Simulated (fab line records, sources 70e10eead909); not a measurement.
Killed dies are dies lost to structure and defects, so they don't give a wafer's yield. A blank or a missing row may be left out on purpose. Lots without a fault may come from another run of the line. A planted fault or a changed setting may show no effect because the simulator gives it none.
Chamber matching | flow nand_harc | NHARC_P_GATE_ALD_36 on ald_sin-02: 4 sister chambers
The step deposits SiNx, target thk 20 nm, pulse time 60 s, ald cycles 223. 4 wafers are shown with their chamber, then 9 later ones without.

WAFERS WITH THEIR CHAMBER
wafer  | chamber | heater_power_w (W)
L081.5 | 3       | 793
L086.3 | 0       | 922
L086.1 | 1       | 751
L086.2 | 2       | 867

WAFERS WITHOUT THEIR CHAMBER
wafer  | heater_power_w (W)
L089.3 | 788
L089.6 | 908
L089.5 | 762
L091.1 | 887
L091.2 | 800
L091.5 | 871
L094.4 | 916
L094.1 | 742
L094.6 | 752

WHICH CHAMBER EACH WENT THROUGH
wafer  | from the rows above     | in truth
L089.3 | 3                       | 3
L089.6 | 0                       | 0
L089.5 | can't be placed: 1 or 3 | 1
L091.1 | can't be placed: 2 or 0 | 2
L091.2 | 3                       | 3
L091.5 | 2                       | 2
L094.4 | 0                       | 0
L094.1 | 1                       | 1
L094.6 | 1                       | 1
Placed correctly: 7 of 9. Can't be placed from these rows: 2 (the true chamber is among the candidates in 2). Placed wrongly: 0.
How it was worked out, from the rows above alone: a wafer's distance from a chamber is the root of the sum, over the readings, of the square of ((its reading less the chamber's mean) divided by the reading's scatter). The wafer belongs to the nearest chamber; if the next one is less than 2 further off, it can't be placed. A chamber's mean is the mean of its shown wafers. The scatter: with one shown wafer a chamber, the root of the mean of the squares of how far each hidden wafer lies from its nearest shown one.
